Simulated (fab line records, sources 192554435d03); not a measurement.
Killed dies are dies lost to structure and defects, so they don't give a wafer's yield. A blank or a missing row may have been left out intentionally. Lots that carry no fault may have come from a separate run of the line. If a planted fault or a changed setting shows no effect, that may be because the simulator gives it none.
Which tool is to blame? | flow n5-finfet | 72 wafers from 24 lots sampled at 4 of the route's 1938 steps

## WHAT THE GAUGES SHOWED, per wafer
N5_BEOL_M7_INSPECT_13: inspects for defects (brightfield).
lot  | measured     | on                | raw-defect-count
L074 | day 8 13:56  | defect-inspect-02 | 361 371 423
L075 | day 9 09:01  | defect-inspect-01 | 429 413 480
L076 | day 9 12:44  | defect-inspect-01 | 634 516 692
L077 | day 9 13:43  | defect-inspect-01 | 415 391 407
L078 | day 9 16:56  | defect-inspect-02 | 513 405 741
L079 | day 10 01:17 | defect-inspect-01 | 476 332 249
L080 | day 10 10:21 | defect-inspect-02 | 414 495 462
L082 | day 10 10:26 | defect-inspect-01 | 419 452 310
L081 | day 10 15:24 | defect-inspect-02 | 474 303 486
L083 | day 10 18:02 | defect-inspect-02 | 597 292 431
L084 | day 11 08:19 | defect-inspect-01 | 267 332 280
L085 | day 11 09:23 | defect-inspect-02 | 319 547 570
L087 | day 12 04:08 | defect-inspect-02 | 334 350 392
L086 | day 12 07:43 | defect-inspect-01 | 311 324 438
L089 | day 12 07:47 | defect-inspect-02 | 538 516 434
L088 | day 12 14:15 | defect-inspect-01 | 326 436 329
L090 | day 12 14:17 | defect-inspect-01 | 403 501 404
L091 | day 13 03:47 | defect-inspect-02 | 475 283 300
L092 | day 13 09:19 | defect-inspect-02 | 338 266 456
L094 | day 13 13:25 | defect-inspect-02 | 604 440 529
L093 | day 13 17:05 | defect-inspect-02 | 357 276 456
L095 | day 13 21:35 | defect-inspect-01 | 381 486 348
L096 | day 14 03:52 | defect-inspect-01 | 420 504 416
L097 | day 14 20:17 | defect-inspect-02 | 495 405 353

N5_BEOL_M7_INSPECT_58: inspects for defects (darkfield).
lot  | measured     | on                | raw-defect-count
L074 | day 8 18:19  | defect-inspect-02 | 88 112 104
L075 | day 9 14:37  | defect-inspect-02 | 58 80 92
L076 | day 9 16:20  | defect-inspect-01 | 152 67 134
L077 | day 9 17:57  | defect-inspect-02 | 66 74 51
L078 | day 9 20:55  | defect-inspect-01 | 70 34 71
L079 | day 10 07:27 | defect-inspect-01 | 70 89 57
L080 | day 10 15:26 | defect-inspect-01 | 48 59 75
L082 | day 10 16:07 | defect-inspect-01 | 65 42 66
L081 | day 11 00:18 | defect-inspect-02 | 58 33 54
L083 | day 11 00:35 | defect-inspect-02 | 67 91 52
L084 | day 11 16:05 | defect-inspect-02 | 69 86 79
L085 | day 11 15:32 | defect-inspect-01 | 81 66 93
L087 | day 12 10:14 | defect-inspect-02 | 55 72 86
L086 | day 12 13:16 | defect-inspect-02 | 90 83 70
L089 | day 12 14:43 | defect-inspect-01 | 73 58 87
L088 | day 12 20:17 | defect-inspect-01 | 94 58 52
L090 | day 12 19:28 | defect-inspect-01 | 49 58 78
L091 | day 13 07:29 | defect-inspect-01 | 54 88 66
L092 | day 13 14:41 | defect-inspect-01 | 57 28 68
L094 | day 13 19:05 | defect-inspect-01 | 71 33 34
L093 | day 13 21:54 | defect-inspect-01 | 75 58 102
L095 | day 14 02:10 | defect-inspect-02 | 75 66 86
L096 | day 14 10:25 | defect-inspect-02 | 105 84 88
L097 | day 15 03:36 | defect-inspect-01 | 72 61 58

## WHICH TOOL RAN EACH LOT (tool, then ch and the chambers of the sampled wafers, then the start)
lot  | N5_BEOL_M7_ETCH_65                 | N5_BEOL_M7_STRIP_36
L074 | rie-diel-02 ch 0,1,2, day 8 15:18  | rie-diel-02 ch 0,1,2, day 8 15:29
L075 | rie-diel-03 ch 1,2, day 9 11:39    | rie-diel-03 ch 1,2, day 9 11:50
L076 | rie-diel-06 ch 0,2,3, day 9 13:42  | rie-diel-06 ch 0,2,3, day 9 13:53
L077 | rie-diel-02 ch 1,2,3, day 9 14:56  | rie-diel-02 ch 1,2,3, day 9 15:07
L078 | rie-diel-03 ch 0,2,3, day 9 18:17  | rie-diel-03 ch 0,2,3, day 9 18:28
L079 | rie-diel-03 ch 0,2, day 10 02:53   | rie-diel-03 ch 0,2, day 10 03:04
L080 | rie-diel-06 ch 0,1,2, day 10 12:18 | rie-diel-06 ch 0,1,2, day 10 12:29
L082 | rie-diel-03 ch 0,2, day 10 12:28   | rie-diel-03 ch 0,2, day 10 12:39
L081 | rie-diel-03 ch 1,2,3, day 10 20:40 | rie-diel-03 ch 1,2,3, day 10 20:50
L083 | rie-diel-06 ch 2,3, day 10 21:04   | rie-diel-06 ch 2,3, day 10 21:20
L084 | rie-diel-03 ch 0,1,3, day 11 13:02 | rie-diel-03 ch 0,1,3, day 11 13:13
L085 | rie-diel-06 ch 1,2, day 11 12:38   | rie-diel-06 ch 1,2, day 11 12:49
L087 | rie-diel-02 ch 1,2,3, day 12 06:35 | rie-diel-02 ch 1,2,3, day 12 06:46
L086 | rie-diel-06 ch 0,1,3, day 12 10:08 | rie-diel-06 ch 0,1,3, day 12 10:19
L089 | rie-diel-02 ch 0,1,2, day 12 10:40 | rie-diel-02 ch 0,1,2, day 12 10:51
L088 | rie-diel-02 ch 0,2,3, day 12 15:51 | rie-diel-02 ch 0,2,3, day 12 16:02
L090 | rie-diel-06 ch 0,2, day 12 15:38   | rie-diel-06 ch 0,2, day 12 15:49
L091 | rie-diel-06 ch 0,1,2, day 13 04:55 | rie-diel-06 ch 0,1,2, day 13 05:06
L092 | rie-diel-06 ch 1,2,3, day 13 11:58 | rie-diel-06 ch 1,2,3, day 13 12:09
L094 | rie-diel-03 ch 0,2,3, day 13 16:37 | rie-diel-03 ch 0,2,3, day 13 16:47
L093 | rie-diel-03 ch 0,1,3, day 13 18:13 | rie-diel-03 ch 0,1,3, day 13 18:23
L095 | rie-diel-03 ch 0,2, day 13 23:37   | rie-diel-03 ch 0,2, day 13 23:47
L096 | rie-diel-02 ch 1,2, day 14 05:05   | rie-diel-02 ch 1,2, day 14 05:16
L097 | rie-diel-06 ch 0,1,3, day 15 00:05 | rie-diel-06 ch 0,1,3, day 15 00:16
- N5_BEOL_M7_ETCH_65: etches SiARC in CF4, target depth 15.6 nm, time 26 s.
- N5_BEOL_M7_STRIP_36: strips in N2/H2.

## AS READ BY THE TOOLS THEMSELVES (means over the sampled wafers that have a number; for cases with no such wafer, the mark the record gives instead)
N5_BEOL_M7_ETCH_65.
lot  | tool        | drypump-motor-current-A (A) | etch-rf-on-time-s (s) | oes-product-au (a.u.) | rf-vpp-V (V) | showerhead-plenum-p-Torr (Torr) | throttle-valve-pct (%)
L074 | rie-diel-02 | 6.2                         | 26.0                  | 0.66                  | 184.0        | 2.18                            | 15.53
L075 | rie-diel-03 | 5.5                         | 26.4                  | 0.64                  | 183.6        | 2.11                            | 15.76
L076 | rie-diel-06 | 5.7                         | 26.3                  | 0.68                  | 184.5        | 2.18                            | 15.54
L077 | rie-diel-02 | 6.0                         | 26.1                  | 0.68                  | 184.2        | 2.19                            | 15.60
L078 | rie-diel-03 | 5.7                         | 26.0                  | 0.73                  | 183.0        | 2.09                            | 15.59
L079 | rie-diel-03 | 5.7                         | 26.5                  | 0.67                  | 182.9        | 2.07                            | 15.64
L080 | rie-diel-06 | 5.8                         | 26.3                  | 0.69                  | 184.0        | 2.15                            | 15.53
L082 | rie-diel-03 | 6.2                         | 26.3                  | 0.70                  | 183.7        | 2.09                            | 15.58
L081 | rie-diel-03 | 5.5                         | 25.9                  | 0.69                  | 184.3        | 2.13                            | 15.72
L083 | rie-diel-06 | 5.4                         | 26.0                  | 0.72                  | 184.9        | 2.20                            | 15.46
L084 | rie-diel-03 | 6.0                         | 25.7                  | 0.71                  | 184.8        | 2.14                            | 15.66
L085 | rie-diel-06 | 5.5                         | 26.2                  | 0.74                  | 184.3        | 2.18                            | 15.45
L087 | rie-diel-02 | 6.0                         | 25.8                  | 0.67                  | 184.6        | 2.18                            | 15.64
L086 | rie-diel-06 | 5.9                         | 25.8                  | 0.75                  | 183.9        | 2.17                            | 15.35
L089 | rie-diel-02 | 6.1                         | 26.3                  | 0.64                  | 183.6        | 2.17                            | 15.59
L088 | rie-diel-02 | 5.9                         | 25.7                  | 0.69                  | 183.4        | 2.18                            | 15.62
L090 | rie-diel-06 | 5.7                         | 25.7                  | 0.79                  | 183.5        | 2.12                            | 15.41
L091 | rie-diel-06 | 5.8                         | 25.8                  | 0.75                  | 183.2        | 2.15                            | 15.41
L092 | rie-diel-06 | 5.7                         | 26.3                  | 0.70                  | 184.7        | 2.19                            | 15.43
L094 | rie-diel-03 | 5.8                         | 26.3                  | 0.69                  | 182.8        | 2.08                            | 15.64
L093 | rie-diel-03 | 6.0                         | 25.8                  | 0.69                  | 184.4        | 2.13                            | 15.69
L095 | rie-diel-03 | 5.8                         | 26.6                  | 0.64                  | 183.0        | 2.06                            | 15.71
L096 | rie-diel-02 | 6.2                         | 26.2                  | 0.60                  | 183.4        | 2.15                            | 15.65
L097 | rie-diel-06 | 5.9                         | 25.6                  | 0.72                  | 184.1        | 2.17                            | 15.39

N5_BEOL_M7_STRIP_36.
lot  | tool        | drypump-motor-current-A (A) | oes-product-au (a.u.) | rf-vpp-V (V) | showerhead-plenum-p-Torr (Torr) | throttle-valve-pct (%)
L074 | rie-diel-02 | 6.2                         | 0.78                  | 59.1         | 2.58                            | 23.5
L075 | rie-diel-03 | 5.5                         | 0.74                  | 58.4         | 2.51                            | 24.0
L076 | rie-diel-06 | 5.7                         | 0.79                  | 57.4         | 2.58                            | 23.7
L077 | rie-diel-02 | 6.0                         | 0.81                  | 59.7         | 2.59                            | 23.6
L078 | rie-diel-03 | 5.8                         | 0.86                  | 57.8         | 2.47                            | 23.7
L079 | rie-diel-03 | 5.7                         | 0.79                  | 59.9         | 2.45                            | 23.9
L080 | rie-diel-06 | 5.8                         | 0.80                  | 59.9         | 2.55                            | 23.6
L082 | rie-diel-03 | 6.2                         | 0.82                  | 58.8         | 2.47                            | 23.8
L081 | rie-diel-03 | 5.5                         | 0.79                  | 59.5         | 2.52                            | 23.9
L083 | rie-diel-06 | 5.4                         | 0.85                  | 59.2         | 2.60                            | 23.7
L084 | rie-diel-03 | 6.0                         | 0.83                  | 59.6         | 2.54                            | 23.7
L085 | rie-diel-06 | 5.5                         | 0.85                  | 59.5         | 2.57                            | 23.6
L087 | rie-diel-02 | 6.0                         | 0.78                  | 60.1         | 2.58                            | 23.6
L086 | rie-diel-06 | 6.0                         | 0.88                  | 59.3         | 2.57                            | 23.5
L089 | rie-diel-02 | 6.2                         | 0.75                  | 59.7         | 2.57                            | 23.5
L088 | rie-diel-02 | 5.9                         | 0.80                  | 59.2         | 2.59                            | 23.6
L090 | rie-diel-06 | 5.7                         | 0.91                  | 58.8         | 2.51                            | 23.6
L091 | rie-diel-06 | 5.8                         | 0.88                  | 60.3         | 2.54                            | 23.5
L092 | rie-diel-06 | 5.7                         | 0.83                  | 57.8         | 2.60                            | 23.5
L094 | rie-diel-03 | 5.8                         | 0.80                  | 57.8         | 2.46                            | 23.8
L093 | rie-diel-03 | 6.0                         | 0.81                  | 60.3         | 2.53                            | 23.8
L095 | rie-diel-03 | 5.8                         | 0.76                  | 59.4         | 2.44                            | 24.0
L096 | rie-diel-02 | 6.2                         | 0.71                  | 58.8         | 2.55                            | 23.5
L097 | rie-diel-06 | 6.0                         | 0.83                  | 60.2         | 2.56                            | 23.5

## THE ANSWER, worked out from the rows above alone
Rule: what is usual is taken from the lots themselves. Put in order of their means at a reading, lots are off if they are a third of the lots or fewer, leave a main group of 4 or more, and stand apart from it by a gap of 3 or more times the standard deviation of the main group's means; of several such gaps the widest counts. If all means in a main group match to the digits the tables above print for the reading, that group is not used. A lot without any number at a reading at which 4 lots or more have one is off too. Any other lot the step has rows for is counted as sound. First the gauges in route order, then the tools' own readings, where a lot's mean is used as printed above. The first step at which some lot is off is used, and at that step the reading that is off furthest; a lot without a number counts as furthest.
Nothing can be told from this: no lot is off at any reading shown.

## WHAT THE SIMULATOR HAD PUT IN
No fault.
